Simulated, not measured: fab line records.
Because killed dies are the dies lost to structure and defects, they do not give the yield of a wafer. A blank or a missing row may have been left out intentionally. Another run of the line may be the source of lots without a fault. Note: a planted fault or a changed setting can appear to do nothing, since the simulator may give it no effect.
fab line records | flow nand_harc
[record] lots = 6 wafers = 18 last_day = 24
route steps=1159 shown A_BLC@989 A_M0@994 END@1159
lots that met no fault: from a run of the same line without faults
start_h: start of the lot's first displayed wafer, in hours after the record's first day | wait_h: hours since the lot's step before | " identical to the entry in the row above | L1.1+2: a single row standing in for several wafers | - either no value or no given start | * or withheld: withheld | < > ~ a bound
route shown NAME@n: NAME is a module with steps in the file, n the number in the route of the first one | usual: average and standard deviation across the fault-free wafers | same: alike in all rows | chamber/n: place in a boat | sites: each site's reading | _std_site: standard deviation across them | _edge_site: the outer-site mean with the inner-site mean subtracted | radius_mm: for every site, how far away it sits from the centre of the wafer | mask NAME#n: copy n | behind: the last tool/chamber to shape the wafer | hold: reason for holding the lot/hours on hold/outcome of the hold | device: the transistor (n, p or np) that didn't switch | end of line: the same wafers' tests at the end of the route | for a step that has no rows: nothing shown but its recipe | killed: count of dies lost to structure and defects at first sort (not the wafer's yield) | map: the dies of a wafer, with x for killed, . for not killed, _ for no die there
set.NAME: setting as actually run; set.NAME@STEP: the setting as run at that earlier step | model.NAME: the simulator's own value behind a step, which no gauge read
lots at selected steps of the route; one table per step, one row per wafer
services: a tool's chamber out of use, with start hour (start_h, from the record's first day; less than 0 if before it), hours out, and reason
[[steps]]
[step NHARC_A_BLC_CVD_24]
[recipe] target_thk_a = 1500 temp_c = 300 pressure_torr = 40 wf6_flow_sccm = 40 h2_flow_sccm = 1600 ar_flow_sccm = 1560 time_s = 434 material = W
[usual] heater_power_w = 500/39 mfc_wf6_sccm = 40.00/0.13 throttle_valve_pct = 7.81/0.2
// columns lot.wafer tool chamber start_h wait_h heater_power_w mfc_wf6_sccm since_wet_clean_h throttle_valve_pct
L340.2 cvd_w-02 0 - - 503 40.00 18 7.72
L340.1 " 1 " " 466 40.29 18 7.89
L340.5 " 1 " " 474 40.19 - 7.77
L341.1 cvd_w-01 0 - - 553 40.05 124 7.66
L341.3 " 0 " " 545 39.90 - 7.49
L341.6 " 0 " " 552 39.92 - 7.78
L349.2 cvd_w-01 0 - - 555 40.11 0 7.71
L349.4 " 1 " " 469 39.98 - 7.80
L349.5 " 0 " " 554 40.35 - 7.88
L354.2 cvd_w-01 0 - - 556 40.09 18 7.85
L354.4 " 1 " " 467 40.05 - 7.49
L354.5 " 1 " " 475 39.98 - 7.73
L351.1 cvd_w-02 1 - - 488 40.09 117 8.16
L351.3 " 1 " " 479 40.10 - 7.76
L351.6 " 0 " " 519 40.30 - 7.91
L356.2 cvd_w-01 0 - - 550 39.92 27 7.67
L356.4 " 1 " " 469 40.05 - 7.66
L356.3 " 0 " " 545 40.03 - 7.71
[step NHARC_A_BLC_CMP_25]
[recipe] t_overpolish_s = 30 target_thk_nm = 150
[usual] motor_current_A = 12.2/1.2 overpolish_run_s = 30.000/0.009 retaining_ring_pressure_frac = 1.000/0.0051 time_to_endpoint_s = 28.1/2.8
// columns lot.wafer tool chamber start_h wait_h motor_current_A overpolish_run_s retaining_ring_pressure_frac time_to_endpoint_s
L340.2 cmp-04 1 412.57 0.5 13.0 29.983 0.998 31.1
L340.1 " 0 " " 12.3 30.000 1.000 23.8
L340.5 " 2 " " 13.1 30.003 0.992 27.6
L341.1 cmp-03 2 435.27 0.5 11.0 30.013 0.995 28.2
L341.3 " 0 " " 10.9 30.009 1.002 28.3
L341.6 " 1 " " 12.3 30.011 1.006 31.1
L349.2 cmp-02 2 493.21 0.5 11.9 30.003 1.001 32.1
L349.4 " 3 " " 9.6 29.999 0.998 30.4
L349.5 " 2 " " 12.4 29.996 0.988 29.6
L351.3 cmp-02 3 511.51 0.3 10.0 29.984 0.997 25.3
L351.1 " 0 " " 13.4 29.998 0.998 32.0
L351.6 " 3 " " 10.0 30.006 0.997 27.0
L354.2 cmp-03 3 511.51 0.5 11.5 29.995 0.996 25.2
L354.4 " 0 " " 10.6 30.005 1.006 28.2
L354.5 " 3 " " 12.2 30.008 1.000 20.5
L356.2 cmp-04 2 519.77 0.4 12.7 30.002 1.002 26.7
L356.4 " 3 " " 14.7 30.007 0.990 25.2
L356.3 " 0 " " 13.0 29.979 0.998 24.9
[step NHARC_A_BLC_SRD_27]
[step NHARC_A_BLC_INSPECT_28]
[usual] raw_defect_count = 440/130
// columns lot.wafer tool chamber start_h wait_h raw_defect_count
L340.1 defect_inspect-02 - 412.98 0.1 319
L340.2 " - " " 427
L340.5 " - " " 425
L341.1 defect_inspect-02 - 435.65 0.1 235
L341.3 " - " " 328
L341.6 " - " " 280
L349.2 defect_inspect-01 - 493.59 0.1 306
L349.4 " - " " 431
L349.5 " - " " 313
L354.2 defect_inspect-02 - 511.91 0.1 408
L354.4 " - " " 691
L354.5 " - " " 488
L351.1 defect_inspect-01 - 511.91 0.1 275
L351.3 " - " " 281
L351.6 " - " " 363
L356.2 defect_inspect-01 - 520.16 0.1 504
L356.3 " - " " 566
L356.4 " - " " 611
[step NHARC_A_M0_DEP_00]
[recipe] target_thk_a = 1500 target_thk_nm = 150 temp_c = withheld pressure_torr = 5 flow_sccm = 200 rf_w = 600 material = SiOC
[step NHARC_A_M0_DEHYDRATE_01]
[recipe] temp_c = 150 time_s = 120
[step NHARC_A_M0_HMDS_02]
[recipe] time_s = 30
[step NHARC_A_M0_COAT_33]
[recipe] temp_c = 200 time_s = 65
[step NHARC_A_M0_COAT_03]
[recipe] spin_rpm = 1500 resist_thk_nm = 90
[step NHARC_A_M0_SOFTBAKE_04]
[recipe] temp_c = 105 time_s = 55
[step NHARC_A_M0_EBR_05]
[step NHARC_A_M0_EXPOSE_06]
[recipe] na = 1.35 target_cd_nm = 80 dose_mj = 83.25 mask_id = A_M0
[usual] exposure_dose_mJ_cm2 = 83.25/0.068 reticle_temp_C = 23.01/0.11
// columns lot.wafer tool chamber start_h wait_h mask exposure_dose_mJ_cm2 reticle_temp_C
L340.1 arfi_scanner-03 0 413.74 - A_M0#0 83.33 22.94
L340.2 " 0 " " A_M0#0 83.24 23.02
L340.5 " 0 " " A_M0#0 83.16 23.01
L341.1 arfi_scanner-01 0 436.47 - A_M0#0 83.21 23.01
L341.3 " 0 " " A_M0#0 83.12 22.76
L341.6 " 0 " " A_M0#0 83.25 23.04
L349.2 arfi_scanner-02 0 494.36 - A_M0#0 83.20 23.17
L349.4 " 0 " " A_M0#0 83.12 23.17
L349.5 " 0 " " A_M0#0 83.20 23.12
L354.2 arfi_scanner-03 0 512.95 - A_M0#0 83.26 23.10
L354.4 " 0 " " A_M0#0 83.25 23.16
L354.5 " 0 " " A_M0#0 83.24 23.13
L351.1 arfi_scanner-02 0 513.10 - A_M0#0 76.34 23.07
L351.3 " 0 " " A_M0#0 76.45 23.02
L351.6 " 0 " " A_M0#0 76.41 23.22
L356.2 arfi_scanner-02 0 521.19 - A_M0#0 77.76 23.10
L356.3 " 0 " " A_M0#0 77.79 22.95
L356.4 " 0 " " A_M0#0 77.64 23.11
[step NHARC_A_M0_PEB_07]
[recipe] peb_temp_c = 100 peb_time_s = 65
[step NHARC_A_M0_DEVELOP_08]
[recipe] develop_time_s = 35 dev_temp_c = 23
[step NHARC_A_M0_CD_MEAS_09]
[recipe] target_cd_nm = 80 landing_energy_ev = 500
[usual] cd_nm = 80.0/0.7
// columns lot.wafer tool chamber start_h wait_h cd_nm
L340.1 cd_sem-03 0 413.88 - 79.4
L340.2 " 0 " " 80.3
L340.5 " 0 " " 79.8
L341.1 cd_sem-01 0 436.61 - 80.5
L341.3 " 0 " " 81.6
L341.6 " 0 " " 80.1
L349.2 cd_sem-02 0 494.50 - 80.2
L349.4 " 0 " " 80.6
L349.5 " 0 " " 80.3
L354.2 cd_sem-01 0 513.09 - 79.5
L354.4 " 0 " " 80.8
L354.5 " 0 " " 80.7
L351.1 cd_sem-01 0 513.24 - 75.0
L351.3 " 0 " " 74.9
L351.6 " 0 " " 74.5
L356.2 cd_sem-03 0 521.33 - 75.9
L356.3 " 0 " " 74.9
L356.4 " 0 " " 77.0
[step NHARC_A_M0_OVL_MEAS_10]
[recipe] pitch_nm = 160
[usual] overlay_x_nm = 0.4/0.78 overlay_y_nm = -0.1/0.75
// columns lot.wafer tool chamber start_h wait_h overlay_x_nm overlay_y_nm
L340.1 overlay-01 - 413.97 - 0.0 0.6
L340.2 " - " " -0.1 0.3
L340.5 " - " " 0.0 0.4
L341.1 overlay-02 - 436.69 - 0.4 -0.6
L341.3 " - " " 1.0 0.1
L341.6 " - " " 0.8 -0.1
L349.2 overlay-01 - 494.58 - 0.0 -0.7
L349.4 " - " " -0.5 -1.1
L349.5 " - " " -0.3 -0.8
L354.2 overlay-01 - 513.18 - -0.5 0.5
L354.4 " - " " 0.3 -0.4
L354.5 " - " " 1.0 0.3
L351.1 overlay-02 - 513.35 - 0.6 0.2
L351.3 " - " " 0.9 -0.3
L351.6 " - " " 0.7 0.6
L356.2 overlay-02 - 521.41 - 0.8 -0.2
L356.3 " - " " 0.9 -0.7
L356.4 " - " " 0.2 0.0
[step NHARC_A_M0_INSPECT_11]
[usual] raw_defect_count = 35/15
// columns lot.wafer tool chamber start_h wait_h raw_defect_count
L340.1 defect_inspect-02 - 414.01 0.0 31
L340.2 " - " " 33
L340.5 " - " " 43
L341.1 defect_inspect-01 - 436.73 0.0 24
L341.3 " - " " 21
L341.6 " - " " 21
L349.2 defect_inspect-02 - 494.62 0.0 14
L349.4 " - " " 17
L349.5 " - " " 9
L354.2 defect_inspect-01 - 513.23 0.1 50
L354.4 " - " " 66
L354.5 " - " " 72
L351.1 defect_inspect-01 - 513.38 0.0 39
L351.3 " - " " 29
L351.6 " - " " 35
L356.2 defect_inspect-02 - 521.45 0.0 84
L356.3 " - " " 55
L356.4 " - " " 61
[step NHARC_A_M0_DESCUM_14]
[recipe] time_s = 3 o2_flow_sccm = 200 ar_flow_sccm = 0 bias_power_w = 0 chemistry = O2
[usual] drypump_motor_current_A = 5.6/0.39 oes_product_au = 1.004/0.01 rf_vpp_V = 58.0/0.95 showerhead_plenum_p_Torr = 1.95/0.08 throttle_valve_pct = 11.312/0.0087
[same] bias_power_w = 0
// columns lot.wafer tool chamber start_h wait_h drypump_motor_current_A oes_product_au rf_hours_counter_h rf_vpp_V showerhead_plenum_p_Torr throttle_valve_pct model.A_M0.cd_nm
L340.2 rie_diel-02 3 414.08 0.1 4.8 1.013 6 59.4 2.01 11.306 81.53
L340.1 " 0 " " 5.5 0.993 7 58.3 1.95 11.306 80.18
L340.5 " 1 " " 5.7 0.996 - 58.4 1.95 11.296 81.45
L341.3 rie_diel-02 0 436.79 0.1 5.5 1.010 8 57.3 1.95 11.320 81.88
L341.1 " 3 " " 4.8 1.015 7 59.6 2.01 11.318 81.3
L341.6 " 1 " " 5.7 1.006 - 57.6 1.95 11.303 80.83
L349.4 rie_diel-02 3 494.69 0.1 4.8 1.014 11 59.3 2.01 11.311 81.45
L349.2 " 1 " " 5.7 1.000 12 55.7 1.95 11.323 81.34
L349.5 " 2 " " 5.6 0.994 - 57.8 2.00 11.325 80.28
L354.2 rie_diel-04 1 513.29 0.1 5.7 1.010 3 58.5 2.04 11.307 78.72
L354.4 " 2 " " 6.0 1.013 3 56.3 1.83 11.317 81.46
L354.5 " 1 " " 5.7 1.019 - 58.8 2.04 11.302 80.72
L351.1 rie_diel-04 3 513.45 0.1 5.3 1.004 3 58.5 2.01 11.310 74.62
L351.3 " 1 " " 5.7 1.020 3 59.2 2.05 11.299 74.72
L351.6 " 3 " " 5.3 1.001 - 56.9 2.02 11.331 74.36
L356.4 rie_diel-04 0 521.51 0.1 6.1 1.008 4 59.0 1.97 11.304 76.31
L356.2 " 1 " " 5.7 1.020 4 57.5 2.04 11.318 75.74
L356.3 " 3 " " 5.3 1.003 4 55.9 2.01 11.322 75.37
[step NHARC_A_M0_ETCH_34]
[recipe] target_depth_a = 400 overetch_a = 120 time_s = 43.94 ion_energy_ev = 200 n2_flow_sccm = 150 h2_flow_sccm = 150 ar_flow_sccm = 0 rf_w = 400 bias_w = 150 chemistry = N2/H2
[usual] drypump_motor_current_A = 5.7/0.37 oes_product_au = 1.003/0.0097 rf_vpp_V = 431.7/2.6 showerhead_plenum_p_Torr = 2.09/0.086 throttle_valve_pct = 14.171/0.0085
// columns lot.wafer tool chamber start_h wait_h drypump_motor_current_A oes_product_au rf_hours_counter_h rf_vpp_V showerhead_plenum_p_Torr throttle_valve_pct
L340.1 rie_diel-02 0 414.16 0.1 5.4 1.006 7 432.8 2.08 14.168
L340.2 " 2 " " 5.6 1.001 6 433.2 2.14 14.156
L340.5 " 0 " " 5.5 0.992 - 432.4 2.08 14.152
L341.3 rie_diel-02 0 436.88 0.1 5.5 1.002 8 431.4 2.08 14.164
L341.1 " 2 " " 5.6 1.007 7 433.3 2.14 14.173
L341.6 " 3 " " 4.8 1.011 - 433.7 2.15 14.169
L349.2 rie_diel-02 1 494.77 0.1 5.7 0.989 12 431.8 2.08 14.167
L349.4 " 0 " " 5.5 0.985 12 432.5 2.08 14.157
L349.5 " 2 " " 5.6 1.002 - 433.9 2.14 14.181
L354.2 rie_diel-04 3 513.39 0.1 5.3 1.011 3 433.4 2.15 14.165
L354.4 " 0 " " 6.1 1.005 3 430.7 2.10 14.166
L354.5 " 1 " " 5.7 1.023 - 435.2 2.18 14.167
L351.3 rie_diel-04 0 513.55 0.1 6.1 1.003 3 432.9 2.10 14.157
L351.1 " 2 " " 6.1 0.998 3 428.9 1.95 14.166
L351.6 " 3 " " 5.3 1.009 - 433.9 2.15 14.163
L356.3 rie_diel-04 0 521.59 0.1 6.1 0.995 4 432.7 2.10 14.153
L356.4 " 1 " " 5.7 1.011 4 432.6 2.18 14.162
L356.2 " 3 " " 5.3 1.009 4 434.1 2.15 14.184
[step NHARC_A_M0_ETCH_15]
[recipe] target_depth_a = 1500 overetch_a = 150 time_s = 82.5 c4f8_flow_sccm = withheld ar_flow_sccm = 400 rf_w = 600 bias_w = 300 chemistry = C4F8/Ar
[usual] oes_product_au = 0.956/0.023 rf_vpp_V = 442.0/2.6
// columns lot.wafer tool chamber start_h wait_h oes_product_au rf_hours_counter_h rf_vpp_V model.A_M0.cd_nm
L340.1 rie_diel-02 1 - - 0.951 7 442.3 80.75
L340.2 " 0 " " 0.978 7 442.3 81.21
L340.5 " 2 " " 0.946 - 443.4 82.37
L341.1 rie_diel-02 3 - - 0.933 7 444.3 81.01
L341.3 " 0 " " 0.929 8 442.9 82.44
L341.6 " 0 " " 0.932 - 442.1 80.54
L349.2 rie_diel-02 3 - - 0.932 11 441.7 80.89
L349.4 " 0 " " 0.909 12 442.8 81.91
L349.5 " 3 " " 0.933 - 444.2 79.93
L354.2 rie_diel-04 2 - - 0.954 3 438.3 78.94
L354.4 " 3 " " 0.980 3 444.4 81.36
L354.5 " 2 " " 0.956 - 438.6 80.09
L351.1 rie_diel-04 3 - - 0.949 3 442.7 74.38
L351.3 " 0 " " 0.961 3 443.9 74.55
L351.6 " 1 " " 0.957 - 444.9 74.5
L356.4 rie_diel-04 1 - - 0.989 4 446.2 75.63
L356.2 " 2 " " 0.988 4 438.5 75.84
L356.3 " 3 " " 0.974 4 444.3 75.21
[step NHARC_A_M0_CD_MEAS_16]
[usual] cd_nm = 80.0/0.95
// columns lot.wafer tool chamber start_h wait_h cd_nm
L340.1 cd_sem-01 - 414.37 - 80.7
L340.2 " - " " 81.2
L340.5 " - " " 82.5
L341.1 cd_sem-03 - 437.09 - 80.9
L341.3 " - " " 82.5
L341.6 " - " " 80.5
L349.2 cd_sem-02 - 494.98 - 80.8
L349.4 " - " " 81.9
L349.5 " - " " 79.8
L354.2 cd_sem-03 - 513.63 - 78.8
L354.4 " - " " 81.6
L354.5 " - " " 80.3
L351.1 cd_sem-02 - 513.75 - 74.0
L351.3 " - " " 74.7
L351.6 " - " " 74.1
L356.2 cd_sem-01 - 521.81 - 75.9
L356.3 " - " " 75.5
L356.4 " - " " 75.7
[step NHARC_END_SORT_01]
[recipe] temp_c = 25
[usual] defect_limited_yield = 95.0/1.6 killed_at_array = 30/10 killed_at_other = 0.5/0.82 killed_at_periphery = 2.9/2 killed_dies = 34/11 killed_open = 3.2/1.8 killed_short = 2.0/1.4 sort_bin_2_pct = 1.5/0.68 sort_bin_3_pct = 0.28/0.21 sort_bin_4_pct = 3.1/0.97 sort_n_pass = 643/11 sort_rim_yield_pct = 94.6/2.9 sort_yield_pct = 95.0/1.6
[same] gross_dies = 677 sort_bin_5_pct[%] = 0 sort_bin_6_pct[%] = 0 sort_bin_7_pct[%] = 0 sort_bin_8_pct[%] = 0 sort_rim_n_gross = 106.00
// columns lot.wafer tool chamber start_h wait_h defect_limited_yield[%] killed_at_array killed_at_other killed_at_periphery killed_dies killed_open killed_short sort_bin_2_pct[%] sort_bin_3_pct[%] sort_bin_4_pct[%] sort_n_pass sort_rim_yield_pct[%] sort_yield_pct[%]
L349.2 prober-01 0 537.33 2.8 96.8 19 2 1 22 3 3 0.9 0 2.4 655 98.1 96.8
L349.4 prober-01 0 538.92 3.4 96.2 21 4 1 26 4 2 1.3 0 2.5 651 98.1 96.2
L349.5 prober-01 0 539.72 3.7 98.1 12 1 0 13 4 1 0.4 0.15 1.3 664 99.1 98.1
L351.1 prober-01 0 558.60 2.5 95.7 28 0 1 29 1 2 1.2 0.30 2.8 648 97.2 95.7
L351.3 prober-01 0 560.17 3.1 95.7 28 0 1 29 2 2 1.0 0 3.2 648 94.3 95.7
L351.6 prober-01 0 562.53 3.9 95.1 30 1 2 33 5 1 1.3 0.30 3.2 644 92.5 95.1
L356.2 prober-01 0 567.16 2.8 89.7 63 0 7 70 4 1 4.3 0.89 5.2 607 93.4 89.7
L356.3 prober-01 0 567.95 3.1 93.9 39 0 2 41 1 2 1.9 0.30 3.8 636 92.5 93.9
L356.4 prober-01 0 568.74 3.4 92.9 43 0 5 48 1 4 2.4 0.30 4.4 629 92.5 92.9
// killed by level:class
L349.2 A_CHANNEL_HOLE_D1:chamber_film_flake=5 A_STAIRCASE:chamber_film_flake=4 A_WL_FILL:geometric_particle:short=3 A_CONTACT:geometric_particle:open=2 A_CONTACT:chamber_film_flake=2 THIN_TSV:chamber_film_flake=2 A_CHANNEL_FILL_D1:geometric_particle:open=1 P_GATE:chamber_film_flake=1
L349.4 A_CHANNEL_HOLE_D1:chamber_film_flake=9 THIN_TSV:chamber_film_flake=4 A_STAIRCASE:chamber_film_flake=3 A_CONTACT:geometric_particle:open=2 A_WL_FILL:chamber_film_flake=2 A_CONTACT:chamber_film_flake=2 P_M0:geometric_particle:open=1 A_SLIT:geometric_particle:short=1
L349.5 A_CHANNEL_HOLE_D1:chamber_film_flake=6 A_CHANNEL_FILL_D1:geometric_particle:open=1 A_CONTACT:geometric_particle:open=1 A_BLC:geometric_particle:open=1 A_M0:geometric_particle:open=1 A_M0:geometric_particle:short=1 A_STAIRCASE:chamber_film_flake=1 THIN_TSV:chamber_film_flake=1
L351.1 A_SLIT:chamber_film_flake=10 A_STAIRCASE:chamber_film_flake=10 A_CHANNEL_HOLE_D1:chamber_film_flake=3 A_CONTACT:chamber_film_flake=3 P_GATE:geometric_particle:short=1 A_CHANNEL_FILL_D1:geometric_particle:short=1 A_CONTACT:geometric_particle:open=1
L351.3 A_SLIT:chamber_film_flake=10 A_CHANNEL_HOLE_D1:chamber_film_flake=8 A_STAIRCASE:chamber_film_flake=4 A_CONTACT:chamber_film_flake=2 P_M0:geometric_particle:open=1 A_SGD_CUT:geometric_particle:short=1 A_WL_FILL:geometric_particle:short=1 A_CONTACT:geometric_particle:open=1
L351.6 A_SLIT:chamber_film_flake=10 A_STAIRCASE:chamber_film_flake=7 A_CHANNEL_HOLE_D1:chamber_film_flake=5 A_WL_FILL:geometric_particle:open=2 A_CONTACT:chamber_film_flake=2 P_CONTACT:geometric_particle:open=1 P_M0:geometric_particle:open=1 A_SOURCE_PLATE:geometric_particle:short=1
L356.2 A_SLIT:chamber_film_flake=29 A_CHANNEL_HOLE_D1:chamber_film_flake=23 P_M2:chamber_film_flake=4 A_CONTACT:chamber_film_flake=3 A_STAIRCASE:chamber_film_flake=2 A_ZERO_WELL:chamber_film_flake=2 P_M0:geometric_particle:open=1 A_SOURCE_PLATE:geometric_particle:short=1
L356.3 A_SLIT:chamber_film_flake=17 A_CHANNEL_HOLE_D1:chamber_film_flake=11 A_CONTACT:chamber_film_flake=5 A_STAIRCASE:chamber_film_flake=3 P_CONTACT:geometric_particle:short=1 A_CHANNEL_FILL_D1:geometric_particle:short=1 A_M1:geometric_particle:open=1 P_M2:chamber_film_flake=1
L356.4 A_SLIT:chamber_film_flake=21 A_CHANNEL_HOLE_D1:chamber_film_flake=15 A_CONTACT:chamber_film_flake=6 P_CONTACT:geometric_particle:short=1 P_M0:geometric_particle:open=1 P_M0:geometric_particle:short=1 P_M1:geometric_particle:short=1 A_CHANNEL_FILL_D1:geometric_particle:short=1
[[services]]
// columns tool chamber start_h hours kind
rie_diel-04 0 395.95 - clean
rie_diel-04 1 395.95 - clean
cmp-04 - 399.39 4.0 pm
arfi_scanner-03 - 416.83 0.6 repair
cmp-02 - 422.60 4.0 pm
arfi_scanner-01 - 426.42 0.6 repair
arfi_scanner-02 - 428.00 4.0 pm
cmp-03 - 438.76 0.9 repair
cmp-02 - 446.13 1.7 repair
cmp-03 - 450.00 4.0 pm
arfi_scanner-03 - 456.51 0.3 repair
rie_diel-04 - 465.90 9.0 pm
rie_diel-04 0 479.12 2.0 repair
cvd_w-01 - 479.65 13.0 pm
arfi_scanner-01 - 479.93 9.9 repair
cmp-02 - 480.82 2.7 repair
arfi_scanner-03 - 484.00 4.0 pm
rie_diel-02 - 484.34 0.2 repair
cmp-04 - 497.39 4.0 pm
cmp-03 - 504.64 0.8 repair
rie_diel-02 - 504.70 9.0 pm
cmp-03 - 505.97 3.2 repair
cmp-02 - 518.49 2.4 repair
cmp-02 - 520.98 4.0 pm
[[key]]
[first_sign] step = NHARC_A_M0_EXPOSE_06 reading = exposure_dose_mJ_cm2 direction = down sigmas = 91 usual = 83.25 struck = 77.07
[effect] step = NHARC_A_M0_CD_MEAS_09 reading = cd_nm direction = down sigmas = 6.6 usual = 80.0 struck = 75.4 through = control_loop
[effect] step = NHARC_A_M0_CD_MEAS_16 reading = cd_nm direction = down sigmas = 5.3 usual = 80.0 struck = 75.0 through = control_loop
[model_effect] step = NHARC_A_M0_DESCUM_14 value = A_M0.cd_nm without = 80.22 struck = 75.19
[model_effect] step = NHARC_A_M0_ETCH_15 value = A_M0.cd_nm without = 80.05 struck = 75.02
met_at NHARC_A_M0_EXPOSE_06
struck_wafers L351.1,L351.3,L351.6,L356.2,L356.3,L356.4
[loop_trim] step = NHARC_A_M0_EXPOSE_06 setting = dose lots = L356
onset_between 494.36 513.10
[fault] kind = process_parameter_drift tool = arfi_scanner-02 chamber = - onset_h = 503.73 steps = NHARC_A_M0_EXPOSE_06 channel = dose_mj offset = -6.857 shape = step acts_in = these_recipes_only stated = 83.25
// loop_trim: a control loop set the setting to another value than it would have without faults
